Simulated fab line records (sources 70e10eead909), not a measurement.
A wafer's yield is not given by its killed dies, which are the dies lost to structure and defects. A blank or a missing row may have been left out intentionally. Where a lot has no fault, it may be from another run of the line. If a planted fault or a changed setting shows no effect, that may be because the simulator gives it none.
fab line records	flow nandHarc
record lots=7	wafers=21	lastDay=33
route steps=1302 shown A_CHANNEL_FILL_D2@625 END@1302
lots that met no fault: from a run of the same line without faults
startH: hours from the record's opening day to when the first of the lot's shown wafers began	waitH: hours elapsed since this lot's preceding step	" unchanged from the row above	L1.1+2: several wafers, shown together as one row	- value missing, or start not given	* or withheld: withheld	< > ~ a bound
route shown NAME@n: a module of which the file shows steps, and the number in the route of the first	usual: mean/standard deviation of fault-free wafers	same: alike in all rows	chamber/n: place in a boat	sites: per-site readings	_std_site: how widely they spread, as a standard deviation	_edge_site: inner sites' mean taken away from outer sites' mean	radiusMm: how far each site lies from the wafer's centre	mask NAME#n: copy n	behind: the last tool/chamber to shape the wafer	hold: why the lot was held/for how many hours/how that ended	device: names the non-switching transistor (n, p or np)	end of line: the same wafers' tests at the end of the route	step lacking rows: just its recipe	killed: the dies lost at the first sort to structure and to defects; this is not the yield of the wafer	map: the dies of a wafer, with x for killed, . for not killed, _ for no die there
set.NAME: setting as actually run; set.NAME@STEP: the setting as run at that earlier step	model.NAME: the simulator's own value behind a step, which no gauge read
lots at selected steps of the route; one table per step, one row per wafer
services: from which hour (startH, from the record's first day; less than 0 if before it) a tool's chamber was out of use, for how many hours, and why
## steps
# step NHARC_A_CHANNEL_FILL_D2_ANNEAL_22
# recipe tempC=620	timeS=7200
# step NHARC_A_CHANNEL_FILL_D2_ALD_25
# recipe targetThkA=600	pulseTimeS=10	aldCycles=600	tempC=300	material=SiOx
# usual heaterPowerW=484/31	precursorPulseHeightRel=1.001/0.02
lot.wafer	tool	chamber	startH	waitH	heaterPowerW	precursorPulseHeightRel
L677.3	aldHk-03	1	387.77	0.7	449	1.032
L677.2	"	2	"	"	440	1.020
L677.6	"	0	389.61	2.5	458	1.010
L678.1	aldHk-03	1	403.58	0.7	447	0.990
L678.2	"	3	404.81	1.9	495	1.012
L678.6	"	1	406.04	3.1	431	1.034
L684.1	aldHk-01	3	466.22	0.1	527	0.968
L684.3	"	1	467.45	1.3	498	0.991
L684.5	"	0	469.28	3.1	446	1.011
L686.3	aldHk-04	2	485.27	0.1	482	1.024
L686.1	"	1	487.10	1.9	542	1.020
L686.6	"	3	488.32	3.1	502	1.034
L688.1	aldHk-04	1	508.40	1.9	537	0.994
L688.6	"	2	"	"	490	1.021
L688.5	"	3	"	"	508	0.990
L690.2	aldHk-03	0	520.98	0.7	475	1.005
L690.4	"	1	"	"	444	0.990
L690.5	"	3	522.79	2.5	499	1.035
L693.2	aldHk-04	3	552.97	0.1	517	0.977
L693.4	"	2	554.84	1.9	493	1.003
L693.6	"	0	556.08	3.2	523	0.970
# step NHARC_A_CHANNEL_FILL_D2_ETCHBACK_08
# recipe targetDepthA=2200	timeS=110	c4f8FlowSccm=20	arFlowSccm=withheld	rfW=600	biasW=300	chemistry=C4F8
# usual oesProductAu=0.97/0.034	rfVppV=439.6/2.2
lot.wafer	tool	chamber	startH	waitH	oesProductAu	rfHoursCounterH	rfVppV
L677.3	rieDiel-10	0	-	-	1.01	4	439.6
L677.2	"	1	"	"	1.01	4	439.8
L677.6	"	2	"	"	1.00	-	438.1
L678.2	rieDiel-09	1	-	-	1.00	12	440.0
L678.1	"	3	"	"	0.99	12	444.5
L678.6	"	1	"	"	0.99	-	439.8
L684.3	rieDiel-10	0	-	-	0.93	1	438.9
L684.1	"	1	"	"	0.92	1	440.4
L684.5	"	1	"	"	0.93	-	440.6
L686.1	rieDiel-09	3	-	-	1.00	23	443.6
L686.3	"	0	"	"	0.99	23	437.8
L686.6	"	1	"	"	1.00	-	439.7
L688.1	rieDiel-10	1	-	-	0.98	2	441.0
L688.5	"	1	"	"	1.00	-	440.6
L688.6	"	2	"	"	0.99	-	437.9
L690.2	rieDiel-06	3	-	-	0.94	1	442.4
L690.4	"	2	"	"	0.93	1	437.0
L690.5	"	3	"	"	0.94	-	441.8
L693.2	rieDiel-06	2	-	-	0.99	2	436.7
L693.4	"	3	"	"	1.00	2	441.9
L693.6	"	1	"	"	1.00	-	440.0
# step NHARC_A_CHANNEL_FILL_D2_STRIP_29
# recipe timeS=20	o2FlowSccm=500	arFlowSccm=0	biasW=0	chemistry=O2
# usual drypumpMotorCurrentA=6.0/0.56	o2FlowSccm=500.1/1.5	oesProductAu=0.999/0.0076	rfVppV=57.6/0.83	showerheadPlenumPTorr=3.46/0.1	throttleValvePct=17.037/0.0089
lot.wafer	tool	chamber	startH	waitH	drypumpMotorCurrentA	o2FlowSccm	oesProductAu	rfHoursCounterH	rfVppV	showerheadPlenumPTorr	throttleValvePct
L677.2	rieDiel-10	0	-	-	6.1	501.9	1.000	4	55.4	3.48	17.049
L677.3	"	3	"	"	5.1	498.7	0.991	5	58.6	3.61	17.041
L677.6	"	1	"	"	5.1	501.7	1.002	-	58.6	3.49	17.032
L678.1	rieDiel-09	2	-	-	5.8	499.3	1.002	11	57.8	3.34	17.040
L678.2	"	3	"	"	5.9	501.6	0.999	12	59.0	3.72	17.029
L678.6	"	2	"	"	5.8	501.2	1.000	-	57.7	3.34	17.026
L684.1	rieDiel-10	0	-	-	6.2	501.5	0.983	1	58.1	3.48	17.029
L684.3	"	2	"	"	6.1	495.8	0.998	1	57.6	3.37	17.038
L684.5	"	1	"	"	5.1	499.7	0.993	-	57.9	3.49	17.035
L686.1	rieDiel-09	2	-	-	5.8	497.6	1.012	23	57.4	3.34	17.053
L686.3	"	0	"	"	5.6	499.6	0.999	23	57.0	3.38	17.044
L686.6	"	2	"	"	5.9	502.2	1.003	-	57.5	3.34	17.034
L688.1	rieDiel-10	1	512.29	0.2	5.1	497.4	1.004	2	57.7	3.49	17.047
L688.6	"	0	"	"	6.2	498.7	0.983	-	58.4	3.48	17.044
L688.5	"	2	"	"	6.1	501.8	1.002	-	58.1	3.37	17.042
L690.2	rieDiel-06	3	-	-	6.6	499.1	1.018	1	57.6	3.60	17.034
L690.4	"	1	"	"	6.6	500.4	0.999	1	57.6	3.44	17.052
L690.5	"	3	"	"	6.6	498.9	1.016	-	57.4	3.60	17.028
L693.4	rieDiel-06	0	-	-	5.4	502.5	0.990	3	58.6	3.41	17.055
L693.2	"	3	"	"	6.6	498.2	1.016	2	57.7	3.60	17.039
L693.6	"	0	"	"	5.4	501.5	0.984	-	57.5	3.41	17.034
# step NHARC_A_CHANNEL_FILL_D2_PRECLEAN_30
# recipe timeS=30	chemistry=dHF
# step NHARC_A_CHANNEL_FILL_D2_SRD_31
# step NHARC_A_CHANNEL_FILL_D2_CVD_09
# recipe targetThkA=1500	tempC=620	pressureMtorr=200	timeS=3000	material=poly-Si
# step NHARC_A_CHANNEL_FILL_D2_CMP_10
# recipe targetThkNm=150
# usual motorCurrentA=12.3/1.6	timeToEndpointS=15.3/1.9
lot.wafer	tool	chamber	startH	waitH	motorCurrentA	timeToEndpointS
L677.2	cmp-02	1	398.62	0.4	12.3	15.5
L677.3	"	3	"	"	13.0	14.1
L677.6	"	2	"	"	14.1	14.4
L678.1	cmp-04	0	414.29	0.4	10.7	12.7
L678.2	"	2	"	"	12.4	13.6
L678.6	"	0	"	"	10.7	14.2
L684.1	cmp-02	1	477.99	0.4	12.1	11.9
L684.3	"	2	"	"	14.1	15.0
L684.5	"	0	"	"	12.1	14.0
L686.3	cmp-04	3	496.57	0.4	9.1	14.3
L686.1	"	1	"	"	12.6	14.7
L686.6	"	2	"	"	13.3	14.6
L688.1	cmp-04	0	517.98	0.5	11.1	16.5
L688.6	"	1	"	"	13.1	18.3
L688.5	"	2	"	"	13.2	17.8
L690.2	cmp-04	1	531.75	0.4	13.2	16.6
L690.4	"	2	"	"	12.8	12.8
L690.5	"	0	"	"	10.8	12.9
L693.2	cmp-02	1	564.30	0.4	12.0	10.9
L693.4	"	2	"	"	14.8	17.1
L693.6	"	0	"	"	12.1	13.9
# step NHARC_A_CHANNEL_FILL_D2_SRD_12
# step NHARC_A_CHANNEL_FILL_D2_RTA_24
# recipe tempC=1000	timeS=5
# usual lampPowerPct=30.03/0.16	lamp_zone_3_pct=30.02/0.16	wafer_temp_C_max=1003.5/0.7
lot.wafer	tool	chamber	startH	waitH	lampPowerPct	lamp_zone_3_pct	wafer_temp_C_max
L677.2	rtpAnneal-01	0	399.07	0.1	29.93	29.97	1003.1
L677.3	"	0	"	"	29.94	29.94	1003.6
L677.6	"	0	"	"	29.96	29.95	1003.5
L678.1	rtpAnneal-01	0	414.68	0.0	29.90	29.91	1002.3
L678.2	"	0	"	"	29.89	29.87	1002.8
L678.6	"	0	"	"	29.92	29.89	1002.8
L684.1	rtpAnneal-01	0	478.36	0.0	29.90	29.86	1003.1
L684.3	"	0	"	"	29.89	29.87	1005.5
L684.5	"	0	"	"	29.91	29.86	1003.8
L684.1	rtpAnneal-01	0	478.73	0.3	29.86	29.86	1003.3
L684.3	"	0	"	"	29.90	29.88	1003.2
L684.5	"	0	"	"	29.90	29.84	1003.6
L686.1	rtpAnneal-01	0	496.96	0.0	29.97	29.89	1003.5
L686.3	"	0	"	"	29.93	29.93	1002.9
L686.6	"	0	"	"	29.92	29.88	1004.1
L686.1	rtpAnneal-01	0	497.34	0.3	29.96	29.94	1003.0
L686.3	"	0	"	"	29.98	29.98	1002.9
L686.6	"	0	"	"	29.90	29.93	1003.4
L688.1	rtpAnneal-02	0	518.33	0.0	30.26	30.31	1002.6
L688.5	"	0	"	"	30.30	30.26	1004.2
L688.6	"	0	"	"	30.27	30.23	1002.7
L688.1	rtpAnneal-02	0	518.70	0.3	30.28	30.25	1004.2
L688.5	"	0	"	"	30.25	30.30	1003.0
L688.6	"	0	"	"	30.27	30.27	1002.0
L690.2	rtpAnneal-01	0	532.20	0.1	29.96	29.91	1003.3
L690.4	"	0	"	"	29.95	29.89	1003.8
L690.5	"	0	"	"	29.91	29.95	1002.9
L693.2	rtpAnneal-02	0	564.69	0.1	30.26	30.26	1004.4
L693.4	"	0	"	"	30.23	30.27	1003.2
L693.6	"	0	"	"	30.22	30.26	1004.6
# step NHARC_A_CHANNEL_FILL_D2_INSPECT_13
# usual rawDefectCount=389/120
lot.wafer	tool	chamber	startH	waitH	rawDefectCount
L677.2	defectInspect-01	-	399.24	0.1	491
L677.3	"	-	"	"	343
L677.6	"	-	"	"	529
L678.1	defectInspect-01	-	414.88	0.2	309
L678.2	"	-	"	"	429
L678.6	"	-	"	"	267
L684.1	defectInspect-02	-	478.92	0.2	354
L684.3	"	-	"	"	688
L684.5	"	-	"	"	504
L686.1	defectInspect-01	-	497.53	0.2	272
L686.3	"	-	"	"	312
L686.6	"	-	"	"	471
L688.1	defectInspect-02	-	518.90	0.2	456
L688.5	"	-	"	"	363
L688.6	"	-	"	"	331
L690.2	defectInspect-02	-	532.51	0.3	241
L690.4	"	-	"	"	375
L690.5	"	-	"	"	375
L693.2	defectInspect-01	-	564.86	0.1	204
L693.4	"	-	"	"	228
L693.6	"	-	"	"	344
# step NHARC_END_SORT_01
# recipe tempC=25
# usual killedAtArray=53/21	killedAtOther=1.0/1.3	killedAtPeriphery=3.8/2.4	killedDies=58/21	killedOpen=3.4/1.9	killedShort=2.4/1.5
# same grossDies=677
lot.wafer	tool	chamber	startH	waitH	killedAtArray	killedAtOther	killedAtPeriphery	killedDies	killedOpen	killedShort
L678.1	prober-02	0	626.74	2.5	55	0	4	59	1	2
L690.2	prober-01	0	752.22	2.8	55	0	1	56	0	3
L690.4	prober-01	0	753.81	3.4	63	2	0	65	1	3
L690.5	prober-01	0	754.61	3.7	55	1	4	60	4	0
L688.1	prober-02	0	786.01	2.5	104	0	2	106	3	1
L688.5	prober-02	0	789.26	3.7	83	0	5	88	1	5
L688.6	prober-02	0	790.07	4.1	99	0	6	105	1	2
# killed by level:class
L678.1 A_CHANNEL_HOLE_D1:chamberFilmFlake=29 A_SLIT:chamberFilmFlake=14 A_CHANNEL_HOLE_D2:chamberFilmFlake=6 A_CONTACT:chamberFilmFlake=4 P_CONTACT:geometricParticle:open=1 P_CONTACT:geometricParticle:short=1 P_M1:geometricParticle:short=1 P_ZERO_WELL:chamberFilmFlake=1
L690.2 A_SLIT:chamberFilmFlake=23 A_CHANNEL_HOLE_D1:chamberFilmFlake=15 A_CONTACT:chamberFilmFlake=5 A_ZERO_WELL:chamberFilmFlake=4 A_STAIRCASE:chamberFilmFlake=4 A_ONON_D2:geometricParticle:short=1 A_SGD_CUT:geometricParticle:short=1 A_WL_FILL:geometricParticle:short=1
L690.4 A_CHANNEL_HOLE_D1:chamberFilmFlake=20 A_SLIT:chamberFilmFlake=19 A_CONTACT:chamberFilmFlake=12 A_STAIRCASE:chamberFilmFlake=3 A_ZERO_WELL:chamberFilmFlake=2 THIN_TSV:chamberFilmFlake=2 A_DECK1_JOINT:geometricParticle:short=1 A_WL_FILL:geometricParticle:short=1
L690.5 A_SLIT:chamberFilmFlake=28 A_CHANNEL_HOLE_D1:chamberFilmFlake=15 A_STAIRCASE:chamberFilmFlake=3 P_ZERO_WELL:chamberFilmFlake=2 A_BLC:chamberFilmFlake=2 A_CONTACT:chamberFilmFlake=2 P_M0:geometricParticle:open=1 A_DECK1_JOINT:geometricParticle:open=1
L688.1 A_CHANNEL_HOLE_D1:chamberFilmFlake=38 A_SLIT:chamberFilmFlake=22 A_CHANNEL_HOLE_D2:chamberFilmFlake=21 A_CONTACT:chamberFilmFlake=11 A_STAIRCASE:chamberFilmFlake=5 A_CHANNEL_FILL_D2:chamberFilmFlake=4 P_GATE:geometricParticle:short=1 A_DECK1_JOINT:geometricParticle:open=1
L688.5 A_SLIT:chamberFilmFlake=20 A_CHANNEL_HOLE_D2:chamberFilmFlake=19 A_CHANNEL_HOLE_D1:chamberFilmFlake=17 A_CONTACT:chamberFilmFlake=14 A_STAIRCASE:chamberFilmFlake=4 P_ZERO_WELL:chamberFilmFlake=2 A_CHANNEL_FILL_D2:chamberFilmFlake=2 A_ONON_D1:geometricParticle:short=1
L688.6 A_CHANNEL_HOLE_D1:chamberFilmFlake=36 A_CHANNEL_HOLE_D2:chamberFilmFlake=23 A_SLIT:chamberFilmFlake=21 A_CONTACT:chamberFilmFlake=11 P_STI:chamberFilmFlake=3 A_CHANNEL_FILL_D2:chamberFilmFlake=3 A_CHANNEL_FILL_D1:geometricParticle:short=1 A_WL_FILL:geometricParticle:short=1
## services
tool	chamber	startH	hours	kind
rtpAnneal-01	-	372.01	12.0	pm
rieDiel-10	0	373.50	-	clean
rieDiel-10	1	373.50	-	clean
rieDiel-10	2	373.50	-	clean
rieDiel-10	3	373.50	-	clean
rieDiel-10	0	398.00	-	clean
cmp-02	-	403.60	1.0	repair
cmp-04	-	405.07	4.0	pm
rieDiel-09	-	419.26	1.2	repair
rieDiel-10	-	419.50	9.0	pm
rieDiel-06	3	427.29	5.4	repair
cmp-02	-	428.50	4.0	pm
aldHk-04	-	434.30	10.0	pm
cmp-04	-	438.43	2.0	repair
rieDiel-09	3	449.29	1.9	repair
aldHk-03	-	464.29	0.4	repair
rieDiel-06	1	474.52	13.1	repair
aldHk-01	-	476.83	10.0	pm
rieDiel-06	-	484.20	9.0	pm
rieDiel-09	-	497.10	9.0	pm
cmp-04	-	503.07	4.0	pm
rieDiel-10	3	509.78	9.9	repair
cmp-02	-	526.50	4.0	pm
cmp-04	-	543.42	1.5	repair
## key
firstSign step=NHARC_A_CHANNEL_FILL_D2_RTA_24	reading=visit	direction=added
effect none on later readings
metAt NHARC_A_CHANNEL_FILL_D2_RTA_24
struckWafers L684.1,L684.3,L684.5,L686.1,L686.3,L686.6,L688.1,L688.5,L688.6
rowsEnd L684.1,L684.3,L684.5,L686.1,L686.3,L686.6
testerLeftOut L688
fault kind=repeatedStepWhole	tool=rtpAnneal-01,rtpAnneal-02	chamber=-	onsetH=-	steps=NHARC_A_CHANNEL_FILL_D2_RTA_24	times=1	scope=struckLotsOnly
# testerLeftOut: of these lots the tester's yield and bins aren't shown, on N5 and GAA mostly nor the transistor test; their killed dies are dies lost to structure and defects alone, not to doping, threshold or leakage, so they don't give the yield
# rowsEnd: these wafers met a further fault down the route, and their rows from its step on are left out
